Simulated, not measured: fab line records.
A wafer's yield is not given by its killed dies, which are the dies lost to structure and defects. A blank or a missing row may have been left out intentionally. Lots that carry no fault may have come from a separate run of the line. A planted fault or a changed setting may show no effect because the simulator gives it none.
Chamber matching / flow nandHarc / aldHk-03 running NHARC_A_STAIRCASE_ALD_420: 4 sister chambers
The step deposits SiO2, target thk 20 nm, pulse time 6 s, ald cycles 200. 4 wafers are shown with their chamber, then 12 later ones without.

## WAFERS WITH THEIR CHAMBER
wafer=L087.2; chamber=0; heaterPowerW (W)=467
wafer=L088.6; chamber=1; heaterPowerW (W)=438
wafer=L090.4; chamber=2; heaterPowerW (W)=521
wafer=L090.5; chamber=3; heaterPowerW (W)=466

## WAFERS MISSING THEIR CHAMBER
wafer=L094.2; heaterPowerW (W)=520
wafer=L094.5; heaterPowerW (W)=469
wafer=L094.6; heaterPowerW (W)=450
wafer=L093.1; heaterPowerW (W)=473
wafer=L093.2; heaterPowerW (W)=478
wafer=L093.6; heaterPowerW (W)=446
wafer=L096.1; heaterPowerW (W)=474
wafer=L096.4; heaterPowerW (W)=432
wafer=L096.5; heaterPowerW (W)=527
wafer=L097.3; heaterPowerW (W)=435
wafer=L097.4; heaterPowerW (W)=530
wafer=L097.6; heaterPowerW (W)=479

## WHICH CHAMBER EACH ONE RAN IN
wafer=L094.2; from the rows above=2; in truth=2
wafer=L094.5; from the rows above=can't be placed: 0 or 3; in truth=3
wafer=L094.6; from the rows above=can't be placed: 1 or 3 or 0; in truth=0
wafer=L093.1; from the rows above=can't be placed: 0 or 3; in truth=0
wafer=L093.2; from the rows above=can't be placed: 0 or 3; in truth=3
wafer=L093.6; from the rows above=can't be placed: 1 or 3 or 0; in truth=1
wafer=L096.1; from the rows above=can't be placed: 0 or 3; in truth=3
wafer=L096.4; from the rows above=1; in truth=1
wafer=L096.5; from the rows above=2; in truth=2
wafer=L097.3; from the rows above=1; in truth=1
wafer=L097.4; from the rows above=2; in truth=2
wafer=L097.6; from the rows above=can't be placed: 0 or 3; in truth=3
5 of 12 placed correctly. These rows do not allow placing 7 (true chamber among the candidates in 7). Wrongly placed: 0.
How it was worked out, from the rows above alone: a wafer's distance from a chamber is the root of the sum, over the readings, of the square of ((its reading less the chamber's mean) divided by the reading's scatter). The wafer belongs to the nearest chamber; if the next one is less than 2 further off, it can't be placed. A chamber's mean is the mean of its shown wafers. The scatter: root of mean squared gap, hidden wafer to nearest shown wafer, with one shown wafer a chamber.
